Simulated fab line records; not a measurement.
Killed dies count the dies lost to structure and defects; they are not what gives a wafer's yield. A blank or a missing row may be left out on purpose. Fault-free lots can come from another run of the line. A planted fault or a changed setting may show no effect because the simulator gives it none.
fab line records    flow n5-finfet
[record] lots = 5  wafers = 15  last-day = 17
route steps=1938 shown BEOL_M0_SAQP@686 BEOL_M0_CUTY@701 BEOL_M0@715 PASSIVATION@1936
lots that met no fault: taken from a fault-free run of the same line
start-h: start of the lot's first displayed wafer, in hours after the record's first day    wait-h: hours from the lot's prior step to this one    " same as the row above    L1.1+2: one row covering several wafers at once    - value missing, or start not given    * or withheld: withheld    < > ~ a bound
route shown NAME@n: a module of which the file shows steps, and the number in the route of the first    usual: mean/standard deviation of fault-free wafers    same: alike in all rows    chamber/n: place in a boat    sites: readings site by site    _std_site: their standard deviation    _edge_site: outer sites' mean less inner sites'    radius-mm: how far each site lies from the wafer's centre    mask NAME#n: copy n    behind: tool/chamber where the wafer was last shaped    hold: why the lot was held/for how many hours/how that ended    device: the transistor (n, p or np) that didn't switch    end of line: tests of these same wafers at the route's end    where a step has no rows: the recipe by itself    killed: dies lost to structure and defects at the first sort, not the wafer's yield    map: shows each die of a wafer: x if killed, . if not, _ if none is there
set.NAME: the setting as run; set.NAME@STEP: as run at that earlier step    model.NAME: the simulator's own value behind a step, which no gauge read
a table for each step, a row for each wafer; lots at some steps of the route
services: from which hour (start-h, from the record's first day; less than 0 if before it) a tool's chamber was out of use, for how many hours, and why
[[steps]]
[step N5_BEOL_M0_SAQP_EXPOSE_37]
[recipe] mask-id = M0_CUT1  na = 0.33  source-shape = annular  sigma-inner = 0.35  sigma-outer = 0.8  polarization = unpolarized  target-cd-nm = 30  dose-mj = 44.75
[step N5_BEOL_M0_SAQP_PEB_38]
[recipe] peb-temp-c = 100  peb-time-s = 60  resist = CAR-EUV
[step N5_BEOL_M0_SAQP_DEVELOP_39]
[recipe] develop-time-s = 30  developer = TMAH  resist = CAR-EUV  rinse-liquid = surfactant-rinse  dry = air-spin  dev-temp-c = 23
[step N5_BEOL_M0_SAQP_DESCUM_45]
[recipe] chemistry = O2  time-s = 7  source-power-w = 50  bias-power-w = 20  pressure-mtorr = 20  rf-frequency-hz = 2.712e+07  temp-c = 40  resist = CAR-EUV  o2-flow-sccm = 225
[step N5_BEOL_M0_SAQP_ETCH_88]
[recipe] chemistry = N2/H2  target = underlayer  target-depth-a = 65  time-s = 5.2  ion-energy-ev = 200  mask-material = CAR-EUV  pressure-mtorr = 30  source-w = 840  bias-w = 150  n2-flow-sccm = 200  h2-flow-sccm = 200  ends = cleared
[step N5_BEOL_M0_SAQP_ETCH_73]
[recipe] chemistry = CF4  target = SiARC  target-depth-a = 195  mask-material = CAR-EUV  time-s = 32.5  ion-energy-ev = 80  pressure-mtorr = 40  source-w = 545  bias-w = 36  Ar_flow_sccm = 100  cf4-flow-sccm = 100  ends = cleared
[step N5_BEOL_M0_SAQP_CUT_ETCH_46]
[recipe] chemistry = N2/H2  target = SOC  target-depth-a = 1350  overetch-a = 270  temp-c = 40  time-s = 202.5  ion-energy-ev = 200  mask-material = SiARC  pressure-mtorr = 30  source-w = 840  bias-w = 150  n2-flow-sccm = 200  h2-flow-sccm = 200
[step N5_BEOL_M0_SAQP_STRIP_74]
[recipe] chemistry = N2/H2  temp-c = 40  n2-flow-sccm = 200  h2-flow-sccm = 200  rf-frequency-hz = 6e+07
[step N5_BEOL_M0_SAQP_STRIP_89]
[recipe] chemistry = N2/H2  temp-c = 40  n2-flow-sccm = 200  h2-flow-sccm = 200  rf-frequency-hz = 6e+07
[step N5_BEOL_M0_SAQP_ALD_48]
[recipe] material = SiO2  target-thk-a = 200  temp-c = 100  ald-precursor-family = BDEAS  ald-co-reactant = O2-plasma  pulse-time-s = 1  co-reactant-pulse-time-s = 1  purge-time-s = 2  co-reactant-purge-time-s = 2  ald-cycles = 139  pressure-torr = 2
[usual] ald-cycles = 139/0  heater-power-w = 78/8.7  precursor-pulse-height-rel = 1.000/0.019  susceptor-temp-C = 100.00/0.14
[same] co-reactant-pulse-time-s = 1
lot.wafer  tool        chamber  start-h  wait-h  ald-cycles  heater-power-w  precursor-pulse-height-rel  susceptor-temp-C  model.SiO2_of_BEOL_M0_SAQP_ALD_48.thk-nm
L492.2     ald-sin-03  1        119.77   0.0     139         71              0.973                       99.87             19.8
L492.3     "           3        "        "       139         72              0.975                       99.95             19.8
L492.6     "           1        "        "       139         71              0.983                       99.98             19.8
L497.1     ald-sin-03  1        156.05   0.4     125         72              0.997                       -                 18
L497.4     "           3        "        "       125         72              1.023                       -                 18
L497.5     "           0        "        "       125         73              1.034                       -                 18
L498.2     ald-sin-03  1        156.94   0.3     125         70              1.003                       -                 18
L498.3     "           2        "        "       125         87              1.010                       -                 18
L498.6     "           2        "        "       125         86              1.010                       -                 18.2
L500.2     ald-sin-03  1        167.49   0.0     125         72              1.011                       -                 18
L500.3     "           3        "        "       125         73              1.010                       -                 18
L500.5     "           2        "        "       125         89              0.996                       -                 18
L505.2     ald-sin-01  3        206.75   0.0     139         89              1.030                       99.90             20.2
L505.3     "           2        "        "       139         99              1.022                       99.94             20
L505.5     "           0        "        "       139         77              0.990                       100.13            20
[step N5_BEOL_M0_SAQP_ETCH_49]
[recipe] chemistry = CF4/O2  target-depth-a = 370  target = SiO2  pressure-mtorr = 40  source-w = 535  bias-w = 49  Ar_flow_sccm = 100  cf4-flow-sccm = 100  O2_flow_sccm = 10  ion-energy-ev = 100
[step N5_BEOL_M0_SAQP_STRIP_75]
[recipe] chemistry = CF4  resist = SiARC  power-w = 300  bias-power-w = 75  pressure-mtorr = 50  cf4-flow-sccm = 150  rf-frequency-hz = 6e+07
[step N5_BEOL_M0_CUTY_COAT_50]
[recipe] resist = SiARC  temp-c = 220  time-s = 60  spin-rpm = 1500  resist-thk-nm = 15
[step N5_BEOL_M0_CUTY_COAT_51]
[recipe] resist = CAR-ArF-block  spin-rpm = 1500  resist-thk-nm = 150
[step N5_BEOL_M0_CUTY_EBR_52]
[recipe] solvent = PGMEA  ebr-width-mm = 1.5
[step N5_BEOL_M0_CUTY_SOFTBAKE_53]
[recipe] temp-c = 110  time-s = 60  resist = CAR-ArF-block
[step N5_BEOL_M0_CUTY_EXPOSE_54]
[recipe] mask-id = M0_ABLK  na = 1.35  source-shape = conventional  sigma-outer = 0.8  polarization = unpolarized  dose-mj = 36
[step N5_BEOL_M0_CUTY_PEB_55]
[recipe] peb-temp-c = 110  peb-time-s = 60  resist = CAR-ArF-block
[step N5_BEOL_M0_CUTY_DEVELOP_56]
[recipe] develop-time-s = 30  developer = TMAH  resist = CAR-ArF-block  rinse-liquid = diw  dry = air-spin  dev-temp-c = 23
[step N5_BEOL_M0_CUTY_DESCUM_61]
[recipe] chemistry = O2  time-s = 7.9  source-power-w = 50  bias-power-w = 20  pressure-mtorr = 20  rf-frequency-hz = 2.712e+07  temp-c = 40  resist = CAR-ArF-block  o2-flow-sccm = 225
[step N5_BEOL_M0_CUTY_ETCH_62]
[recipe] chemistry = CF4  target = SiARC  mask-material = CAR-ArF-block  time-s = 58.5  ion-energy-ev = 80  pressure-mtorr = 40  source-w = 545  bias-w = 36  Ar_flow_sccm = 100  cf4-flow-sccm = 100  ends = cleared
[step N5_BEOL_M0_CUTY_ETCH_63]
[recipe] chemistry = N2/H2  target = SOC  target-depth-a = 827  overetch-a = 165  mask-material = SiARC  temp-c = 40  ion-energy-ev = 200  time-s = 124  pressure-mtorr = 30  source-w = 840  bias-w = 150  n2-flow-sccm = 200  h2-flow-sccm = 200
[step N5_BEOL_M0_CUTY_STRIP_64]
[recipe] chemistry = N2/H2  temp-c = 40  n2-flow-sccm = 200  h2-flow-sccm = 200  rf-frequency-hz = 6e+07
[step N5_BEOL_M0_ETCH_138]
[recipe] chemistry = CH3F/O2  target-depth-a = 120  target = SiCN  time-s = 31.6  ion-energy-ev = 120  pressure-mtorr = 30  source-w = 395  bias-w = 75  Ar_flow_sccm = 150  CH3F_flow_sccm = 30  O2_flow_sccm = 20  ends = cleared
[step N5_BEOL_M0_HM_OPEN_105]
[recipe] chemistry = Cl2/BCl3  target-depth-a = 120  target = TiN  ion-energy-ev = 150  pressure-mtorr = 10  icp-w = 1000  bias-w = 126  Cl2_flow_sccm = 53.25  bcl3-flow-sccm = 21.75  Ar_flow_sccm = 25
[step N5_BEOL_M0_STRIP_140]
[recipe] chemistry = CF4  resist = SiARC  power-w = 300  bias-power-w = 75  pressure-mtorr = 50  cf4-flow-sccm = 150  rf-frequency-hz = 6e+07
[usual] bias-power-w = 75.01/0.23  drypump-motor-current-A = 5.7/0.51  oes-product-au = 0.83/0.077  rf-vpp-V = 271.9/1.9  showerhead-plenum-p-Torr = 1.82/0.071  throttle-valve-pct = 13.46/0.19
lot.wafer  tool         chamber  start-h  wait-h  bias-power-w  drypump-motor-current-A  oes-product-au  rf-hours-counter-h  rf-vpp-V  showerhead-plenum-p-Torr  throttle-valve-pct  model.SiO2_of_BEOL_M0_SAQP_ALD_48.thk-nm
L492.2     rie-diel-01  3        123.64   0.1     75.34         6.3                      0.91            13                  273.2     1.76                      13.41               11.2
L492.3     "            1        "        "       75.23         5.1                      0.89            20                  272.8     1.91                      13.40               11.6
L492.6     "            0        "        "       74.92         5.7                      0.81            -                   270.7     1.81                      13.42               11.2
L498.2     rie-diel-01  0        158.95   0.1     75.13         5.7                      0.81            86                  271.2     1.81                      13.44               9.6
L498.3     "            1        "        "       75.07         5.1                      0.88            29                  273.6     1.90                      13.42               10.2
L498.6     "            0        "        "       74.69         5.8                      0.79            -                   270.3     1.81                      13.44               9.4
L497.1     rie-diel-03  0        160.65   0.2     74.62         5.5                      0.68            249                 272.2     1.77                      13.77               10
L497.4     "            1        "        "       74.86         6.5                      0.85            50                  274.3     1.89                      13.45               10
L497.5     "            1        "        "       74.99         6.5                      0.84            -                   272.9     1.89                      13.47               10
L500.2     rie-diel-03  2        171.59   0.3     75.10         5.3                      0.72            197                 266.9     1.71                      13.74               10
L500.3     "            3        "        "       75.28         4.8                      0.71            208                 273.4     1.85                      13.90               9.8
L500.5     "            3        "        "       75.57         4.8                      0.71            -                   271.1     1.85                      13.90               10.2
L505.2     rie-diel-04  0        211.57   0.1     74.64         5.3                      0.85            51                  271.1     1.75                      13.39               11
L505.3     "            3        "        "       74.88         6.1                      0.96            4                   275.8     1.91                      13.41               10.2
L505.5     "            2        "        "       74.98         6.1                      0.77            -                   272.7     1.81                      13.37               11
[step N5_BEOL_M0_STRIP_104]
[recipe] chemistry = N2/H2  power-w = 450  temp-c = 40  pressure-mtorr = 20  rf-frequency-hz = 6e+07  overash-fraction = 0.3  bias-power-w = 7  h2-frac = 0.5  n2-flow-sccm = 200  h2-flow-sccm = 200
[step N5_PASSIVATION_PROBE_49]
[usual] killed_at_M0_to_M3 = 36/11  killed_at_M4_up = 14/5.6  killed-at-contacts = 11/5.6  killed-at-front-end = 40/12  killed-at-other = 4/3.2  killed-dies = 105/17  killed-open = 69/12  killed-short = 34/8.4
[same] gross-dies = 1180  killed-at-back-side = 0
lot.wafer  tool       chamber  start-h  wait-h  killed_at_M0_to_M3  killed_at_M4_up  killed-at-contacts  killed-at-front-end  killed-at-other  killed-dies  killed-open  killed-short
L492.2     prober-01  -        324.12   0.1     46                  22               15                  38                   5                126          84           37
L492.3     prober-01  -        324.17   0.1     51                  13               10                  43                   4                121          79           41
L492.6     prober-01  -        324.32   0.3     53                  11               5                   52                   5                126          87           36
L500.2     prober-02  -        357.46   0.1     31                  10               9                   41                   1                92           53           37
L500.3     prober-02  -        357.51   0.1     48                  11               7                   55                   1                122          69           43
L500.5     prober-02  -        357.61   0.2     31                  11               13                  41                   6                102          72           24
L505.2     prober-02  -        397.64   0.1     36                  7                8                   36                   16               103          58           44
L505.3     prober-02  -        397.69   0.1     33                  12               6                   60                   2                113          71           41
L505.5     prober-02  -        397.79   0.2     22                  23               6                   52                   1                104          71           32
// killed by level:class
L492.2 MOL_CONTACT_COAG:geometric-particle:open=13 BEOL_M2:geometric-particle:open=10 BEOL_M0_SAQP:geometric-particle:open=10 BEOL_M0_SAQP:geometric-particle:short=8 DUMMY_GATE:geometric-particle:open=7 FIN_SAQP:geometric-particle:open=6 FIN_SAQP:geometric-particle:short=6 BEOL_M4:geometric-particle:open=6
L492.3 FIN_SAQP:geometric-particle:short=10 MOL_CONTACT_COAG:geometric-particle:open=9 BEOL_M3:geometric-particle:open=8 BEOL_M0_SAQP:geometric-particle:short=8 BEOL_M2:geometric-particle:open=8 BEOL_M4:geometric-particle:open=8 STI_FIN_REVEAL:geometric-particle:open=7 DUMMY_GATE:geometric-particle:open=7
L492.6 FIN_SAQP:geometric-particle:open=17 BEOL_M2:geometric-particle:open=12 FIN_SAQP:geometric-particle:short=11 BEOL_M3:geometric-particle:open=11 BEOL_M0_SAQP:geometric-particle:open=9 BEOL_M0_SAQP:geometric-particle:short=7 MOL_CONTACT_COAG:geometric-particle:open=5 DUMMY_GATE:geometric-particle:open=4
L500.2 FIN_SAQP:geometric-particle:short=10 FIN_SAQP:geometric-particle:open=10 BEOL_M0_SAQP:geometric-particle:open=8 DUMMY_GATE:geometric-particle:open=6 MOL_CONTACT_COAG:geometric-particle:open=5 BEOL_M0_SAQP:geometric-particle:short=5 BEOL_M1:geometric-particle:open=5 BEOL_M2:geometric-particle:open=5
L500.3 BEOL_M3:geometric-particle:open=16 BEOL_M0_SAQP:geometric-particle:short=11 FIN_SAQP:geometric-particle:short=9 HKMG_FIN:area-etch=9 FIN_SAQP:geometric-particle:open=7 BEOL_M0_SAQP:geometric-particle:open=7 GATE_CUT:geometric-particle:short=6 MOL_CONTACT_COAG:geometric-particle:open=6
L500.5 FIN_SAQP:geometric-particle:open=10 STI_FIN_REVEAL:geometric-particle:open=10 MOL_CONTACT_COAG:geometric-particle:open=10 BEOL_M0_SAQP:geometric-particle:short=8 BEOL_M0_SAQP:geometric-particle:open=8 BEOL_M4:geometric-particle:open=7 BEOL_M1:geometric-particle:open=6 HKMG_FIN:area-etch=5
L505.2 BEOL_M0_SAQP:geometric-particle:short=16 FIN_SAQP:geometric-particle:open=10 MOL_CONTACT_COAG:geometric-particle:open=7 BEOL_M0_SAQP:geometric-particle:open=7 FIN_SAQP:geometric-particle:short=6 STI_FIN_REVEAL:geometric-particle:open=6 MIM_TOP_ETCH:geometric-particle:short=6 DUMMY_GATE:geometric-particle:open=5
L505.3 FIN_SAQP:geometric-particle:open=23 FIN_SAQP:geometric-particle:short=10 BEOL_M3:geometric-particle:open=6 MOL_CONTACT_COAG:geometric-particle:open=6 GATE_CUT:geometric-particle:short=5 DUMMY_GATE:geometric-particle:open=5 BEOL_M0:geometric-particle:open=5 BEOL_M0_SAQP:geometric-particle:open=4
L505.5 FIN_SAQP:geometric-particle:open=17 FIN_SAQP:geometric-particle:short=12 STI_FIN_REVEAL:geometric-particle:open=10 BEOL_M0_SAQP:geometric-particle:open=6 BEOL_M0_SAQP:geometric-particle:short=5 BEOL_M4:geometric-particle:open=5 BEOL_M5:geometric-particle:open=5 DUMMY_GATE:geometric-particle:open=4
[[services]]
tool         chamber  start-h  hours  kind
ald-sin-03   0        99.81    -      clean
ald-sin-03   1        99.81    -      clean
ald-sin-03   2        99.81    -      clean
ald-sin-03   3        99.81    -      clean
rie-diel-04  3        103.26   4.3    repair
ald-sin-03   -        104.73   6.1    pm
ald-sin-03   1        127.01   11.4   repair
rie-diel-01  -        129.43   10.9   repair
ald-sin-01   0        131.12   7.1    repair
rie-diel-04  3        138.33   9.4    repair
rie-diel-01  2        143.52   8.2    repair
rie-diel-03  0        165.44   -      clean
rie-diel-03  0        165.44   -      consumable-replace:focus-ring
rie-diel-03  0        165.44   20.8   scheduled-down
rie-diel-03  0        165.44   20.8   vent-cycle
rie-diel-04  3        182.81   -      clean
rie-diel-04  3        182.81   -      consumable-replace:focus-ring
rie-diel-04  3        182.81   -      consumable-replace:showerhead
rie-diel-04  3        182.81   17.6   scheduled-down
rie-diel-04  3        182.81   17.6   vent-cycle
[[key]]
[first-sign] step = N5_BEOL_M0_SAQP_ALD_48  reading = ald-cycles  direction = down  sigmas = 99+  usual = *  struck = *
effect none on later readings
[model-effect] step = N5_BEOL_M0_SAQP_ALD_48  value = SiO2_of_BEOL_M0_SAQP_ALD_48.thk-nm  without = 20.04  struck = 18.02
[model-effect] step = N5_BEOL_M0_STRIP_140  value = SiO2_of_BEOL_M0_SAQP_ALD_48.thk-nm  without = 11.02  struck = 9.911
met-at N5_BEOL_M0_SAQP_ALD_48
struck-wafers L497.1,L497.4,L497.5,L498.2,L498.3,L498.6,L500.2,L500.3,L500.5
rows-end L498.2,L498.3,L498.6
tester-left-out L500
onset-between 119.77 156.05
[earlier-fault] kind = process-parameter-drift  tool = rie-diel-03  chamber = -  onset-h = 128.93  steps = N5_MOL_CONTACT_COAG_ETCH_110  channel = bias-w  offset = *  shape = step  acts-in = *  stated = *
[fault] kind = process-parameter-drift  tool = ald-sin-03  chamber = -  onset-h = 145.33  steps = N5_BEOL_M0_SAQP_ALD_48  channel = ald-cycles  offset = *  shape = step  acts-in = *  stated = *
// tester-left-out: of these lots the tester's yield and bins aren't shown, on N5 and GAA mostly nor the transistor test; their killed dies are dies lost to structure and defects alone, not to doping, threshold or leakage, so they don't give the yield
// rows-end: these wafers met a further fault down the route, and their rows from its step on are left out
